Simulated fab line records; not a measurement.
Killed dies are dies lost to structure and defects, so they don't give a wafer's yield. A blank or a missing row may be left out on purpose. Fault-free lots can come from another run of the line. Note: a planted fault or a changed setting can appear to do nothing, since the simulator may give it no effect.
Matching of chambers + flow nand_harc + NHARC_A_SGD_CUT_DEP_00 on pecvd-03: 3 sister chambers
The step deposits SiNx, target thk 50 nm. 24 wafers are shown with their chamber, then 12 later ones without.

== EACH WAFER AND ITS CHAMBER ==
| wafer  | chamber | heater_power_w (W) | rf_fwd_power_W (W) |
|--------|---------|--------------------|--------------------|
| L077.2 | 1       | 701                | 451.6              |
| L077.4 | 0       | 990                | 449.6              |
| L077.5 | 1       | 674                | 449.5              |
| L081.1 | 0       | 981                | 450.1              |
| L081.3 | 2       | 746                | 450.0              |
| L081.5 | 2       | 766                | 448.7              |
| L080.1 | 1       | 690                | 448.0              |
| L080.5 | 0       | 879                | 447.8              |
| L080.6 | 1       | 671                | 448.3              |
| L084.1 | 0       | 1018               | 450.7              |
| L084.2 | 2       | 653                | 447.6              |
| L084.5 | 1       | 758                | 447.6              |
| L079.1 | 2       | 630                | 447.3              |
| L079.2 | 0       | 973                | 446.9              |
| L079.6 | 2       | 628                | 446.6              |
| L086.1 | 2       | 653                | 446.8              |
| L086.2 | 1       | 651                | 448.8              |
| L086.4 | 2       | 692                | 446.3              |
| L087.2 | 2       | 706                | 448.9              |
| L087.3 | 0       | 841                | 448.8              |
| L087.4 | 2       | 691                | 447.5              |
| L091.1 | 1       | 618                | 447.3              |
| L091.4 | 0       | 968                | 450.2              |
| L091.5 | 2       | 697                | 447.7              |

SIGNATURES (means of the wafers above)
| reading        | chamber 0 | chamber 1 | chamber 2 | scatter within a chamber |
|----------------|-----------|-----------|-----------|--------------------------|
| heater_power_w | 950.00    | 680.43    | 686.20    | 51.5                     |
| rf_fwd_power_W | 449.157   | 448.729   | 447.740   | 1.32                     |
Rule: a wafer lies at a distance from a chamber equal to the root of the sum of squares, over the readings, of (its reading less the chamber's mean, divided by the reading's scatter). The wafer belongs to the nearest chamber; if the next one is less than 2 further off, it can't be placed. The scatter: the root of (the sum of the squares of (reading less its chamber's mean) over the shown wafers, divided by (wafers less chambers)).

== WAFERS WHOSE CHAMBER IS MISSING ==
| wafer  | heater_power_w (W) | rf_fwd_power_W (W) |
|--------|--------------------|--------------------|
| L093.1 | 732                | 448.0              |
| L093.3 | 620                | 447.4              |
| L093.4 | 619                | 448.9              |
| L095.2 | 703                | 447.6              |
| L095.4 | 864                | 447.1              |
| L095.6 | 713                | 448.6              |
| L096.1 | 733                | 450.4              |
| L096.2 | 740                | 449.4              |
| L096.3 | 958                | 448.6              |
| L097.2 | 611                | 445.1              |
| L097.4 | 645                | 447.3              |
| L097.6 | 620                | 445.4              |

== WHICH CHAMBER EACH WENT THROUGH ==
| wafer  | from the rows above          | in truth |
|--------|------------------------------|----------|
| L093.1 | can't be placed: 2 or 1      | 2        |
| L093.3 | can't be placed: 2 or 1      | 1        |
| L093.4 | can't be placed: 1 or 2      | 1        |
| L095.2 | can't be placed: 2 or 1      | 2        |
| L095.4 | can't be placed: 0 or 2 or 1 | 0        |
| L095.6 | can't be placed: 1 or 2      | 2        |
| L096.1 | can't be placed: 1 or 2      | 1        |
| L096.2 | can't be placed: 1 or 2      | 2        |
| L096.3 | 0                            | 0        |
| L097.2 | can't be placed: 2 or 1      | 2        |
| L097.4 | can't be placed: 2 or 1      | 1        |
| L097.6 | can't be placed: 2 or 1      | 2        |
Placed correctly: 1 of 12. Not placeable from these rows: 11 (in 11, the candidates include the true chamber). Number placed wrongly: 0.
